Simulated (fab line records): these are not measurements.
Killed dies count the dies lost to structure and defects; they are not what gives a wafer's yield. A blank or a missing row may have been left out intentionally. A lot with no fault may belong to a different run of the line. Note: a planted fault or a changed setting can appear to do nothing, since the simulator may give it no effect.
Comparing a struck lot with a sound one -- flow n5Finfet -- 15 steps out of a route of 1938
Sound: the wafers L176.1, L176.4, L176.5. Struck: wafer L179.4 (left out: L179.1, L179.3 of the same lot, which were not struck); the cause appears at the end.
Order at every step that has rows: each side's tool, ch and its chambers, its first start. Under that, the readings that differ: sound wafers -- struck wafers -- difference of the means -- sigmas: that difference in standard deviations of wafers without a fault.
alike: readings whose means differ by less than 2 such deviations, and words and numbers that are the same on both sides. not compared: withheld readings, readings that some wafer has no value for, bounds like >300 that may hide the same value, and numbers for which the record gives no deviation and whose values overlap.
The two part at a step that has a row with sigmas, a row that says differs or no value, or rows on one side only. Numbers that don't overlap but have no deviation are shown without sigmas and don't part them. Lack of a reading on every wafer of one side parts them only where that side has two or more wafers.

N5_BEOL_M13_TRENCH_ETCH_34: etches SiOC in C4F8/O2/Ar, target depth 413.47 nm, time 162.6 s.
  sound on rieDiel-02 ch 0,1,2, day 14 15:07; struck on rieDiel-02 ch 3, day 15 16:47
reading,sound,struck,difference,sigmas
drypumpMotorCurrentA (A),5.7 5.8 5.6,5.0,-0.7,-2
rfVppV (V),665 663 666,671,+6,+2
showerheadPlenumPTorr (Torr),3.38 3.32 3.51,3.63,+0.23,+2
  alike: oesProductAu, throttleValvePct
  not compared: rfHoursCounterH
then, 1 step without rows for these wafers: N5_BEOL_M13_STRIP_70 (strips in C4F8/O2/Ar).
N5_BEOL_M13_OCD_MEAS_35:
  sound on ocd-02, day 14 15:17; struck on ocd-02, day 15 16:58
  alike: trenchDepthNm
N5_BEOL_M13_STRIP_37: strips in N2/H2.
  sound on plasmaAsher-01 ch 1, day 14 15:20; struck on plasmaAsher-02 ch 1, day 15 17:01
reading,sound,struck,difference,sigmas
oesProductAu (a.u.),0.779 0.786 0.775,0.805,+0.025,+2
  alike: drypumpMotorCurrentA, heaterPowerW, n2FlowSccm
  not compared: rfHoursCounterH
then, 3 steps without rows for these wafers: N5_BEOL_M13_ETCH_38 (etches SiCN in CF4/N2, target depth 67.5 nm, time 71.9 s); N5_BEOL_M13_PRECLEAN_39 (cleans in residue remover, time 60 s); N5_BEOL_M13_SRD_40 (time 30 s, dry time 30 s).
N5_BEOL_M13_DEGAS_41: time 60 s.
  sound on pvdSputter-01, day 14 17:46; struck on pvdSputter-01, day 15 22:18
  alike: heaterPowerW
then, 1 step without rows for these wafers: N5_BEOL_M13_PRE_CLEAN_42 (time 30 s).
N5_BEOL_M13_SPUTTER_43: material TaN, target thk 15 nm, time 24.19 s.
  sound on pvdSputter-01, day 14 17:50; struck on pvdSputter-01, day 15 22:23
  alike: cathodeDcPowerW, throttleValvePct
then, 2 steps without rows for these wafers: N5_BEOL_M13_SPUTTER_44 (material Ta, target thk 10 nm, time 16.13 s); N5_BEOL_M13_SPUTTER_45 (material Cu, target thk 80 nm, time 13.33 s).
N5_BEOL_M13_ECD_47: material Cu, target thk 936 nm.
  sound on ecdCu-01 ch 0,1, day 14 18:07; struck on ecdCu-01 ch 0, day 15 22:41
reading,sound,struck,difference,sigmas
model.Cu_of_BEOL_M13_ECD_47.thkNm (nm),940.8 936.2 938.4,494.6,-443.9,
N5_BEOL_M13_ANNEAL_48: time 90 s.
  sound on rtpAnneal-02 ch 0, day 14 18:17; struck on rtpAnneal-01 ch 0, day 15 22:59
reading,sound,struck,difference,sigmas
wafer_temp_C_max,225.9 225.8 226.1,226.7,+0.8,+3
N5_PASSIVATION_PROBE_49:
  sound on prober-01, day 16 02:55; struck on prober-01, day 17 00:33
  alike: defectLimitedYield, killed_at_M0_to_M3, killed_at_M4_up, killedAtContacts, killedAtFrontEnd, killedAtOther, killedDies, killedOpen, killedShort, sort_bin_5_function, sort_bin_6_memory, sortNPass, sortYieldPct

## WHERE THEY PART
First at N5_BEOL_M13_TRENCH_ETCH_34; last, within this record, at N5_BEOL_M13_ANNEAL_48. Later steps at which nothing parts them and some readings are alike: N5_PASSIVATION_PROBE_49.

WHY: the cause the simulator had injected
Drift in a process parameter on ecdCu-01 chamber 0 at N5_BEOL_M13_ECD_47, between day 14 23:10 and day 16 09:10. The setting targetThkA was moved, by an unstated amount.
